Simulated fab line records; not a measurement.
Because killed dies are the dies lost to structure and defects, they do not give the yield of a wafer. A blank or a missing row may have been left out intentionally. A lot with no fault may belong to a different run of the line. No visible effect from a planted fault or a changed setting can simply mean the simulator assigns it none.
fab line records ; flow nand_harc
record lots=5; wafers=15; last_day=25
route steps=1159 shown P_STI@107 P_GATE@110 END@1159
lots with no fault: from the same line, run without faults
start_h: hours from the record's first day to the start of the lot's first wafer shown ; wait_h: hours elapsed since this lot's preceding step ; " as in the row above ; L1.1+2: one row covering several wafers at once ; - no value, or no start was given ; * or withheld: withheld ; < > ~ a bound
route shown NAME@n: NAME is a module with steps in the file, n the number in the route of the first one ; usual: average and standard deviation across the fault-free wafers ; same: alike in all rows ; chamber/n: place in a boat ; sites: readings site by site ; _std_site: standard deviation of those values ; _edge_site: inner sites' mean taken away from outer sites' mean ; radius_mm: how far each site lies from the wafer's centre ; mask NAME#n: copy n ; behind: the tool/chamber that last shaped the wafer ; hold: the reason the lot was held/the length of the hold in hours/how it ended ; device: names the non-switching transistor (n, p or np) ; end of line: tests run on the same wafers once the route is complete ; a step without rows: its recipe alone ; killed: dies that structure and defects cost at the first sort, which is not the same as the wafer's yield ; map: a wafer's dies, marking killed ones x, the rest . and places with no die _
set.NAME: the run value of the setting; set.NAME@STEP: its run value at that earlier step ; model.NAME: the simulator's own value behind a step, which no gauge read
lots at selected steps of the route; one table per step, one row per wafer
services: a tool's chamber out of use, with start hour (start_h, from the record's first day; less than 0 if before it), hours out, and reason
## steps
# step NHARC_P_STI_SRD_39
# step NHARC_P_STI_OXIDE_40
# recipe target_thk_a=100; temp_c=900; ox_time_s=1362; material=SiO2
# step NHARC_P_STI_INSPECT_25
# usual raw_defect_count=207/79
lot.wafer;tool;chamber;start_h;wait_h;raw_defect_count
L639.2;defect_inspect-01;-;82.64;0.4;167
L639.4;defect_inspect-01;-;82.64;0.4;94
L639.6;defect_inspect-01;-;82.64;0.4;139
L641.3;defect_inspect-01;-;96.66;0.4;145
L641.4;defect_inspect-01;-;96.66;0.4;183
L641.5;defect_inspect-01;-;96.66;0.4;84
L643.1;defect_inspect-02;-;107.09;0.4;214
L643.2;defect_inspect-02;-;107.09;0.4;198
L643.5;defect_inspect-02;-;107.09;0.4;156
L651.2;defect_inspect-01;-;160.69;0.4;250
L651.4;defect_inspect-01;-;160.69;0.4;170
L651.5;defect_inspect-01;-;160.69;0.4;167
L659.3;defect_inspect-01;-;203.67;0.4;121
L659.4;defect_inspect-01;-;203.67;0.4;216
L659.5;defect_inspect-01;-;203.67;0.4;164
# step NHARC_P_GATE_ETCH_69
# recipe target_depth_a=140; chemistry=dHF; material=SiO2
# step NHARC_P_GATE_PRECLEAN_70
# recipe time_s=*; temp_c=50; bath_age_min=0; chemistry=SC1
# step NHARC_P_GATE_SRD_01
# step NHARC_P_GATE_OXIDE_02
# recipe target_thk_a=375; temp_c=950; p_h2o_torr=720; ox_time_s=365; material=SiO2
# step NHARC_P_GATE_DEHYDRATE_03
# recipe temp_c=150; time_s=120
# step NHARC_P_GATE_HMDS_04
# recipe time_s=30
# step NHARC_P_GATE_COAT_05
# recipe spin_rpm=4690
# step NHARC_P_GATE_SOFTBAKE_06
# recipe temp_c=122; time_s=95
# step NHARC_P_GATE_EBR_07
# step NHARC_P_GATE_EXPOSE_08
# recipe na=0.6; dose_mj=16.75; mask_id=P_HV
# usual focus_offset_nm=0.2/0.49; stage_vel_mm_s=500.01/0.26
lot.wafer;tool;chamber;start_h;wait_h;mask;focus_offset_nm;stage_vel_mm_s
L639.2;krf_scanner-01;0;91.02;-;P_HV#0;-0.8;500.46
L639.4;krf_scanner-01;0;91.02;-;P_HV#0;0.1;500.38
L639.6;krf_scanner-01;0;91.02;-;P_HV#0;-0.8;500.15
L641.3;krf_scanner-03;0;104.77;-;P_NSD#0;0.5;499.84
L641.4;krf_scanner-03;0;104.77;-;P_NSD#0;0.4;499.75
L641.5;krf_scanner-03;0;104.77;-;P_NSD#0;0.3;500.06
L643.1;krf_scanner-03;0;116.19;-;P_HV#0;-0.2;500.20
L643.2;krf_scanner-03;0;116.19;-;P_HV#0;-0.1;499.88
L643.5;krf_scanner-03;0;116.19;-;P_HV#0;0.8;500.44
L651.2;krf_scanner-04;0;168.78;-;P_HV#0;-0.4;500.04
L651.4;krf_scanner-04;0;168.78;-;P_HV#0;0.7;500.59
L651.5;krf_scanner-04;0;168.78;-;P_HV#0;0.7;499.96
L659.3;krf_scanner-04;0;211.81;-;P_HV#0;0.4;499.73
L659.4;krf_scanner-04;0;211.81;-;P_HV#0;-0.2;499.86
L659.5;krf_scanner-04;0;211.81;-;P_HV#0;0.5;499.60
# step NHARC_P_GATE_PEB_09
# recipe peb_temp_c=118; peb_time_s=85
# step NHARC_P_GATE_DEVELOP_10
# recipe time_s=70
# step NHARC_P_GATE_CD_MEAS_11
# recipe target_cd_nm=1640; landing_energy_ev=500
# usual cd_nm=1639.9/1
lot.wafer;tool;chamber;start_h;wait_h;cd_nm
L639.2;cd_sem-01;0;91.18;-;1639.3
L639.4;cd_sem-01;0;91.18;-;1639.2
L639.6;cd_sem-01;0;91.18;-;1638.6
L641.3;cd_sem-03;0;104.92;-;-
L641.4;cd_sem-03;0;104.92;-;-
L641.5;cd_sem-03;0;104.92;-;-
L643.1;cd_sem-02;0;116.35;-;1639.9
L643.2;cd_sem-02;0;116.35;-;1640.4
L643.5;cd_sem-02;0;116.35;-;1639.5
L651.2;cd_sem-02;0;168.94;-;1640.2
L651.4;cd_sem-02;0;168.94;-;1640.7
L651.5;cd_sem-02;0;168.94;-;1641.5
L659.3;cd_sem-02;0;211.96;-;1640.9
L659.4;cd_sem-02;0;211.96;-;1641.8
L659.5;cd_sem-02;0;211.96;-;1641.0
# step NHARC_P_GATE_HARDBAKE_12
# recipe temp_c=125; time_s=80
# step NHARC_END_SORT_01
# recipe temp_c=25
# usual killed_at_array=25/9.8; killed_at_other=0.8/1.1; killed_at_periphery=3.3/2.1; killed_dies=29/10; killed_open=3.3/1.8; killed_short=1.9/1.4
# same gross_dies=677
lot.wafer;tool;chamber;start_h;wait_h;hold;killed_at_array;killed_at_other;killed_at_periphery;killed_dies;killed_open;killed_short
L641.3;prober-01;0;477.32;3.1;await_dispo/1.7h/scrap;31;2;644;677;5;2
L641.4;prober-01;0;478.13;3.4;await_dispo/1.7h/scrap;23;1;653;677;6;1
L641.5;prober-01;0;478.93;3.7;await_dispo/1.7h/scrap;29;2;646;677;4;1
L643.1;prober-01;0;483.54;2.5;-;25;0;3;28;3;4
L643.2;prober-01;0;484.33;2.8;-;16;1;3;20;1;2
L643.5;prober-01;0;486.72;3.7;-;11;0;3;14;3;2
L651.2;prober-01;0;572.34;2.8;-;27;0;5;32;3;3
L651.4;prober-01;0;573.94;3.4;-;12;1;1;14;2;2
L651.5;prober-01;0;574.75;3.7;-;31;1;3;35;3;0
L659.3;prober-01;0;588.75;3.1;-;16;0;2;18;5;0
L659.4;prober-01;0;589.54;3.4;-;8;0;2;10;3;1
L659.5;prober-01;0;590.33;3.7;-;21;0;6;27;7;3
# killed by level:class
L641.3 P_GATE:area_expose=637 A_CHANNEL_HOLE_D1:chamber_film_flake=14 A_CONTACT:chamber_film_flake=4 A_CONTACT:geometric_particle:open=3 A_STAIRCASE:chamber_film_flake=3 P_ZERO_WELL:chamber_film_flake=2 A_ZERO_WELL:chamber_film_flake=2 A_CHANNEL_FILL_D1:chamber_film_flake=2
L641.4 P_GATE:area_expose=646 A_CHANNEL_HOLE_D1:chamber_film_flake=11 A_ONON_D1:geometric_particle:open=2 A_BLC:geometric_particle:open=2 P_ZERO_WELL:chamber_film_flake=2 P_M1:chamber_film_flake=2 A_STAIRCASE:chamber_film_flake=2 A_SLIT:chamber_film_flake=2
L641.5 P_GATE:area_expose=645 A_CHANNEL_HOLE_D1:chamber_film_flake=11 A_STAIRCASE:chamber_film_flake=6 A_CONTACT:chamber_film_flake=5 A_WL_FILL:geometric_particle:open=2 P_CONTACT:geometric_particle:open=1 A_CHANNEL_FILL_D1:geometric_particle:open=1 A_WL_FILL:geometric_particle:short=1
L643.1 A_CHANNEL_HOLE_D1:chamber_film_flake=11 A_STAIRCASE:chamber_film_flake=4 A_WL_FILL:geometric_particle:short=2 P_STI:chamber_film_flake=2 A_CHANNEL_FILL_D1:geometric_particle:open=1 A_CONTACT:geometric_particle:open=1 A_M0:geometric_particle:open=1 A_M0:geometric_particle:short=1
L643.2 A_CHANNEL_HOLE_D1:chamber_film_flake=5 A_CONTACT:chamber_film_flake=4 A_STAIRCASE:chamber_film_flake=3 P_M0:geometric_particle:short=1 A_ONON_D1:geometric_particle:open=1 A_CONTACT:geometric_particle:short=1 P_ZERO_WELL:chamber_film_flake=1 P_STI:chamber_film_flake=1
L643.5 A_CHANNEL_HOLE_D1:chamber_film_flake=4 P_ZERO_WELL:chamber_film_flake=2 A_SLIT:geometric_particle:short=1 A_WL_FILL:geometric_particle:open=1 A_CONTACT:geometric_particle:open=1 A_CONTACT:geometric_particle:short=1 A_M0:geometric_particle:open=1 P_STI:chamber_film_flake=1
L651.2 A_CHANNEL_HOLE_D1:chamber_film_flake=20 A_STAIRCASE:chamber_film_flake=2 P_GATE:chamber_film_flake=2 A_CONTACT:chamber_film_flake=2 P_STI:geometric_particle:open=1 P_CONTACT:geometric_particle:short=1 P_M0:geometric_particle:open=1 A_CHANNEL_FILL_D1:geometric_particle:open=1
L651.4 A_CHANNEL_HOLE_D1:chamber_film_flake=8 A_CHANNEL_FILL_D1:geometric_particle:short=1 A_WL_FILL:geometric_particle:short=1 A_WL_FILL:geometric_particle:open=1 A_CONTACT:geometric_particle:open=1 P_ZERO_WELL:chamber_film_flake=1 THIN_TSV:chamber_film_flake=1
L651.5 A_CHANNEL_HOLE_D1:chamber_film_flake=21 A_CONTACT:chamber_film_flake=4 A_STAIRCASE:chamber_film_flake=2 P_M1:geometric_particle:open=1 A_ONON_D1:geometric_particle:open=1 A_CONTACT:geometric_particle:open=1 P_ZERO_WELL:chamber_film_flake=1 P_GATE:chamber_film_flake=1
L659.3 A_CHANNEL_HOLE_D1:chamber_film_flake=11 P_CONTACT:geometric_particle:open=1 P_M0:geometric_particle:open=1 A_ONON_D1:geometric_particle:open=1 A_CHANNEL_HOLE_D1:geometric_particle:open=1 A_CHANNEL_FILL_D1:geometric_particle:open=1 A_SLIT:chamber_film_flake=1 A_CONTACT:chamber_film_flake=1
L659.4 A_STAIRCASE:chamber_film_flake=2 A_CONTACT:chamber_film_flake=2 P_GATE:geometric_particle:open=1 A_CHANNEL_FILL_D1:geometric_particle:open=1 A_BLC:geometric_particle:short=1 A_M0:geometric_particle:open=1 P_M2:chamber_film_flake=1 A_CHANNEL_HOLE_D1:chamber_film_flake=1
L659.5 A_CHANNEL_HOLE_D1:chamber_film_flake=8 A_CONTACT:chamber_film_flake=5 P_GATE:geometric_particle:open=2 A_WL_FILL:geometric_particle:open=2 A_CONTACT:geometric_particle:open=2 P_CONTACT:geometric_particle:open=1 A_ONON_D1:geometric_particle:short=1 A_WL_FILL:geometric_particle:short=1
# map L641.3 (x killed, . not)
____________x____________
_________xxxxxxx_________
_______xxxxxxxxxxx_______
______xxxxxxxxxxxxx______
_____xxxxxxxxxxxxxxx_____
____xxxxxxxxxxxxxxxxx____
____xxxxxxxxxxxxxxxxx____
___xxxxxxxxxxxxxxxxxxx___
___xxxxxxxxxxxxxxxxxxx___
__xxxxxxxxxxxxxxxxxxxxx__
__xxxxxxxxxxxxxxxxxxxxx__
_xxxxxxxxxxxxxxxxxxxxxxx_
_xxxxxxxxxxxxxxxxxxxxxxx_
_xxxxxxxxxxxxxxxxxxxxxxx_
_xxxxxxxxxxxxxxxxxxxxxxx_
_xxxxxxxxxxxxxxxxxxxxxxx_
xxxxxxxxxxxxxxxxxxxxxxxxx
xxxxxxxxxxxxxxxxxxxxxxxxx
xxxxxxxxxxxxxxxxxxxxxxxxx
xxxxxxxxxxxxxxxxxxxxxxxxx
xxxxxxxxxxxxxxxxxxxxxxxxx
_xxxxxxxxxxxxxxxxxxxxxxx_
_xxxxxxxxxxxxxxxxxxxxxxx_
_xxxxxxxxxxxxxxxxxxxxxxx_
_xxxxxxxxxxxxxxxxxxxxxxx_
_xxxxxxxxxxxxxxxxxxxxxxx_
__xxxxxxxxxxxxxxxxxxxxx__
__xxxxxxxxxxxxxxxxxxxxx__
___xxxxxxxxxxxxxxxxxxx___
___xxxxxxxxxxxxxxxxxxx___
____xxxxxxxxxxxxxxxxx____
____xxxxxxxxxxxxxxxxx____
_____xxxxxxxxxxxxxxx_____
______xxxxxxxxxxxxx______
_______xxxxxxxxxxx_______
_________xxxxxxx_________
____________x____________
# map L643.1 (x killed, . not)
____________.____________
_________......._________
_______..........._______
______.............______
_____.......x..x...x_____
____..............x..____
____...x........x....____
___........x....x.....___
___..........x........___
__.....................__
__......x.....x..x.....__
_.............x........._
_......................._
_......................._
_.................x...x._
_......................._
.........................
x........................
........................x
.............x....x......
..........x..............
_......................._
_......................._
_...................x..._
_.............x......x.._
_......................._
__.....................__
__.........x...........__
___......x............___
___.....x.............___
____.................____
____....x............____
_____..............._____
______.............______
_______..........._______
_________.....x._________
____________.____________
## services
tool;chamber;start_h;hours;kind
krf_scanner-03;-;78.51;12.2;repair
krf_scanner-01;-;84.00;4.0;pm
krf_scanner-01;-;114.01;4.0;repair
krf_scanner-01;0;118.21;-;calibration
krf_scanner-04;-;126.00;4.0;pm
krf_scanner-04;-;135.31;7.7;repair
krf_scanner-03;-;136.32;0.7;repair
krf_scanner-04;-;145.20;0.4;repair
krf_scanner-03;-;168.00;4.0;pm
krf_scanner-01;-;185.51;0.7;repair
krf_scanner-03;0;188.66;-;calibration
krf_scanner-01;-;190.33;0.4;repair
krf_scanner-04;-;203.14;0.9;repair
## key
first_sign step=NHARC_P_GATE_EXPOSE_08; reading=mask; direction=changed
effect step=NHARC_P_GATE_CD_MEAS_11; reading=cd_nm; direction=missing
effect step=NHARC_END_SORT_01; reading=killed_at_periphery; direction=up; sigmas=99+; usual=3.3; struck=647.7
more_kills_born_at NHARC_P_GATE_EXPOSE_08@krf_scanner-03=1928
met_at NHARC_P_GATE_EXPOSE_08
struck_wafers L641.3,L641.4,L641.5
later_rows_left_out L641.3,L641.4,L641.5
tester_left_out L641
fault kind=wrong_mask; tool=any; chamber=-; onset_h=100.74; steps=NHARC_P_GATE_EXPOSE_08; aux_copy=P_NSD#0; scope=struck_lots_only
# tester_left_out: of these lots the tester's yield and bins aren't shown, on N5 and GAA mostly nor the transistor test; their killed dies are dies lost to structure and defects alone, not to doping, threshold or leakage, so they don't give the yield
# later_rows_left_out: the simulator's readings of these wafers behind a module that went badly wrong aren't trusted and aren't shown, but for the sort
